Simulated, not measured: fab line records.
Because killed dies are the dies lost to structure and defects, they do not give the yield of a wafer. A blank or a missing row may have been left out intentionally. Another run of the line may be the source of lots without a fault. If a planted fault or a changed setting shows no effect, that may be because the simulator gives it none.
Matching of chambers || flow n5 finfet || N5_BEOL_M5_ALD_86 on ald metal-04 has 4 sister chambers
The step deposits TaN, pulse time 2 s, purge time 3 s, co reactant purge time 2 s. 7 wafers are shown with their chamber, then 8 later ones without.

EACH WAFER AND ITS CHAMBER
{"wafer": "L386.5", "chamber": 0, "heater power w (W)": 416, "mfc carrier sccm (sccm)": 1500}
{"wafer": "L386.6", "chamber": 3, "heater power w (W)": 493, "mfc carrier sccm (sccm)": 1500}
{"wafer": "L391.6", "chamber": 1, "heater power w (W)": 453, "mfc carrier sccm (sccm)": 1498}
{"wafer": "L394.1", "chamber": 0, "heater power w (W)": 427, "mfc carrier sccm (sccm)": 1496}
{"wafer": "L394.3", "chamber": 2, "heater power w (W)": 492, "mfc carrier sccm (sccm)": 1501}
{"wafer": "L394.6", "chamber": 2, "heater power w (W)": 495, "mfc carrier sccm (sccm)": 1499}
{"wafer": "L400.1", "chamber": 3, "heater power w (W)": 488, "mfc carrier sccm (sccm)": 1506}

WAFERS WHOSE CHAMBER IS MISSING
{"wafer": "L400.2", "heater power w (W)": 420, "mfc carrier sccm (sccm)": 1503}
{"wafer": "L400.4", "heater power w (W)": 495, "mfc carrier sccm (sccm)": 1504}
{"wafer": "L404.2", "heater power w (W)": 418, "mfc carrier sccm (sccm)": 1504}
{"wafer": "L404.3", "heater power w (W)": 447, "mfc carrier sccm (sccm)": 1498}
{"wafer": "L404.6", "heater power w (W)": 424, "mfc carrier sccm (sccm)": 1496}
{"wafer": "L402.1", "heater power w (W)": 419, "mfc carrier sccm (sccm)": 1506}
{"wafer": "L402.3", "heater power w (W)": 488, "mfc carrier sccm (sccm)": 1503}
{"wafer": "L402.5", "heater power w (W)": 495, "mfc carrier sccm (sccm)": 1503}

EACH ONE'S CHAMBER
{"wafer": "L400.2", "from the rows above": 0, "in truth": 0}
{"wafer": "L400.4", "from the rows above": "can't be placed: 3 or 2", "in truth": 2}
{"wafer": "L404.2", "from the rows above": 0, "in truth": 0}
{"wafer": "L404.3", "from the rows above": 1, "in truth": 1}
{"wafer": "L404.6", "from the rows above": 0, "in truth": 0}
{"wafer": "L402.1", "from the rows above": 0, "in truth": 0}
{"wafer": "L402.3", "from the rows above": "can't be placed: 3 or 2", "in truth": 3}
{"wafer": "L402.5", "from the rows above": "can't be placed: 3 or 2", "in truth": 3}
5 of 8 placed correctly. Not placeable from these rows: 3 (in 3, the candidates include the true chamber). Wrongly placed: 0.
How it was worked out, from the rows above alone: a wafer's distance from a chamber is the root of the sum, over the readings, of the square of ((its reading less the chamber's mean) divided by the reading's scatter). If the next closest chamber is less than 2 further off than the closest, the wafer can't be placed; otherwise it belongs to the closest. Each chamber's mean is taken over the wafers shown for it. The scatter: take each reading less its chamber's mean, square it, sum over the shown wafers, divide by the number of wafers less the number of chambers, and take the root.
